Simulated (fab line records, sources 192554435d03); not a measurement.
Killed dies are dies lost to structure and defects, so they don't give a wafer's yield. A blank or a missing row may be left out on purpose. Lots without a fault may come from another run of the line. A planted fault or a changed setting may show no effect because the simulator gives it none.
Split-lot experiment | flow n5_finfet | 7 lots, 21 wafers read, on a route of 1938 steps

THE SPLIT
At N5_BEOL_M9_COAT_22 (resist thk 30 nm), the setting spin_rpm was moved away from the recipe's 1500 rpm on 6 of the 21 wafers read, by -10.7% to +4.4%. The other wafers ran this setting at the recipe's value.

FROM THE SPLIT TO THE READING: what the file shows between them, 4 steps
- N5_BEOL_M9_EBR_24
- N5_BEOL_M9_SOFTBAKE_23: time 60 s
- N5_BEOL_M9_EXPOSE_25: exposes mask V8
- N5_BEOL_M9_PEB_26: peb time 60 s

THE READING
CAR-EUV_of_BEOL_M9_COAT_22.thk_nm (the simulator's own value, which no gauge read), in nm, at N5_BEOL_M9_DEVELOP_27 (develop time 30 s). The file gives no usual value for it. The 15 wafers here that ran the recipe average 29.6 nm, standard deviation 0.14 nm.

wafer  | tool, chamber at the split | spin_rpm as run, rpm | against the recipe | CAR-EUV_of_BEOL_M9_COAT_22.thk_nm, nm | against lot-mates on the recipe
L074.1 | litho_track-03, 0          | 1500                 | recipe             | 29.8                                  | -
L074.4 | litho_track-03, 0          | 1566                 | +4.4%              | 29                                    | -0.7
L074.6 | litho_track-03, 0          | 1500                 | recipe             | 29.6                                  | -
L078.1 | litho_track-04, 0          | 1500                 | recipe             | 29.6                                  | -
L078.5 | litho_track-04, 0          | 1500                 | recipe             | 29.6                                  | -
L078.2 | litho_track-04, 0          | 1500                 | recipe             | 29.8                                  | -
L081.1 | litho_track-03, 0          | 1500                 | recipe             | 29.8                                  | -
L081.4 | litho_track-03, 0          | 1500                 | recipe             | 29.6                                  | -
L081.6 | litho_track-03, 0          | 1348                 | -10.1%             | 31.2                                  | +1.5
L084.2 | litho_track-05, 0          | 1500                 | recipe             | 29.4                                  | -
L084.3 | litho_track-05, 0          | 1500                 | recipe             | 29.4                                  | -
L084.6 | litho_track-05, 0          | 1500                 | recipe             | 29.4                                  | -
L083.1 | litho_track-04, 0          | 1340                 | -10.7%             | 31.4                                  | no lot-mate on the recipe
L083.2 | litho_track-04, 0          | 1340                 | -10.7%             | 31.4                                  | no lot-mate on the recipe
L083.4 | litho_track-04, 0          | 1340                 | -10.7%             | 31.4                                  | no lot-mate on the recipe
L093.3 | litho_track-04, 0          | 1500                 | recipe             | 29.6                                  | -
L093.4 | litho_track-04, 0          | 1500                 | recipe             | 29.6                                  | -
L093.6 | litho_track-04, 0          | 1500                 | recipe             | 29.8                                  | -
L094.1 | litho_track-03, 0          | 1552                 | +3.5%              | 29.2                                  | -0.5
L094.5 | litho_track-03, 0          | 1500                 | recipe             | 29.8                                  | -
L094.6 | litho_track-03, 0          | 1500                 | recipe             | 29.6                                  | -

THE FIT
A straight line over all 21 wafers: CAR-EUV_of_BEOL_M9_COAT_22.thk_nm changes by -0.161 nm for each +1% of spin_rpm; r = -0.98; the points scatter about the line by 0.13 nm.
The same after taking each lot's own level away (the mean of its wafers on the recipe; 18 wafers): -0.149 nm for each +1%; r = -0.98; scatter 0.085 nm.
On that fit, the largest move of spin_rpm shifts the reading by 1.6 nm.
The lots' own levels span 29.40 to 29.70 nm, that is 2.1 times the standard deviation above.
So the lot-to-lot level changes the slope little: the two slopes agree.
Check: with one of the wafers moved furthest among these (-10.1%) left out of the fit, the line predicts +1.56 nm for it against its lot-mates. It came out at +1.5 nm against them.

OTHER SPLITS ON THESE WAFERS
These wafers also went through other splits before the reading. Each is held against what the fit with the lots' levels taken away leaves over:
other split on the same wafers     | wafers away from the commonest value | r with CAR-EUV_of_BEOL_M9_COAT_22.thk_nm (lot level and that fit taken away)
N5_BEOL_M7_EXPOSE_25 dose_mj       | 7                                    | -0.21
N5_BEOL_M7_VIA_ETCH_34 bias_w      | 5                                    | -0.20
N5_BEOL_M7_TRENCH_ETCH_37 source_w | 10                                   | +0.15

THE WHOLE CHAIN: every reading that the file lists as answering this split, in the file's order
step                  | what it does      | reading                                                                            | change (the file's fit)               | r (the file's)
N5_BEOL_M9_COAT_22    | resist thk 30 nm  | CAR-EUV_of_BEOL_M9_COAT_22.thk_nm (the simulator's own value, which no gauge read) | -0.17 nm for each +1% of the setting  | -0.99
N5_BEOL_M9_DEVELOP_27 | develop time 30 s | CAR-EUV_of_BEOL_M9_COAT_22.thk_nm (the simulator's own value, which no gauge read) | -0.149 nm for each +1% of the setting | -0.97

THE FILE'S OWN FIT
CAR-EUV_of_BEOL_M9_COAT_22.thk_nm changes by -0.149 nm for each +1% of spin_rpm, r = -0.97.
